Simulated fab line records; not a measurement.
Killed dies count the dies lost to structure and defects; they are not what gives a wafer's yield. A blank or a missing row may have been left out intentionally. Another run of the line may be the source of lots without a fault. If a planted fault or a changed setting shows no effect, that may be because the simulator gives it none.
Matching of chambers | flow nand-harc | 3 sister chambers for NHARC_A_CONTACT_DEP_24 on pecvd-03
The step deposits SiO2, target thk 500 nm. 16 wafers are shown with their chamber, then 8 later ones without.

## EACH WAFER AND ITS CHAMBER
wafer  | chamber | throttle-valve-pct (%) | heater-power-w (W)
L078.1 | 1       | 16.3                   | 567
L078.5 | 1       | 16.2                   | 616
L078.6 | 0       | 16.6                   | 513
L085.1 | 1       | 16.5                   | 623
L085.2 | 0       | 15.9                   | 465
L085.6 | 2       | 15.5                   | 504
L086.4 | 2       | 15.5                   | 367
L086.5 | 0       | 16.2                   | 494
L086.6 | 1       | 16.5                   | 612
L088.1 | 0       | 16.0                   | 568
L088.3 | 2       | 15.3                   | 431
L088.5 | 0       | 16.3                   | 581
L089.2 | 2       | 15.6                   | 452
L089.4 | 1       | 16.4                   | 619
L089.6 | 2       | 15.6                   | 472
L091.2 | 1       | 16.5                   | 636

SIGNATURES, as means of the wafers listed above
reading            | chamber 0 | chamber 1 | chamber 2 | scatter within a chamber
throttle-valve-pct | 16.200    | 16.400    | 15.500    | 0.184
heater-power-w     | 524.20    | 612.17    | 445.20    | 42.1
Rule: for each reading, subtract the chamber's mean from the wafer's reading, divide by that reading's scatter and square the result; add these up over the readings and take the root, which gives the wafer's distance from the chamber. The wafer belongs to the nearest chamber; if the next one is less than 2 further off, it can't be placed. How the scatter is found: for the shown wafers, subtract from each reading the mean of its chamber, square and add these, divide the total by (wafers less chambers), then take the root.

## WAFERS WITHOUT THEIR CHAMBER
wafer  | throttle-valve-pct (%) | heater-power-w (W)
L091.5 | 15.6                   | 472
L091.6 | 16.3                   | 645
L094.3 | 16.5                   | 623
L094.5 | 16.2                   | 538
L094.6 | 16.6                   | 666
L096.2 | 15.9                   | 542
L096.5 | 15.7                   | 482
L096.6 | 16.4                   | 552

## EACH ONE'S CHAMBER
wafer  | from the rows above          | in truth
L091.5 | 2                            | 2
L091.6 | can't be placed: 1 or 0      | 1
L094.3 | 1                            | 1
L094.5 | can't be placed: 0 or 1      | 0
L094.6 | 1                            | 1
L096.2 | can't be placed: 0 or 2 or 1 | 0
L096.5 | can't be placed: 2 or 0      | 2
L096.6 | can't be placed: 0 or 1      | 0
3 of 8 placed correctly. Can't be placed from these rows: 5 (the true chamber is among the candidates in 5). 0 placed wrongly.
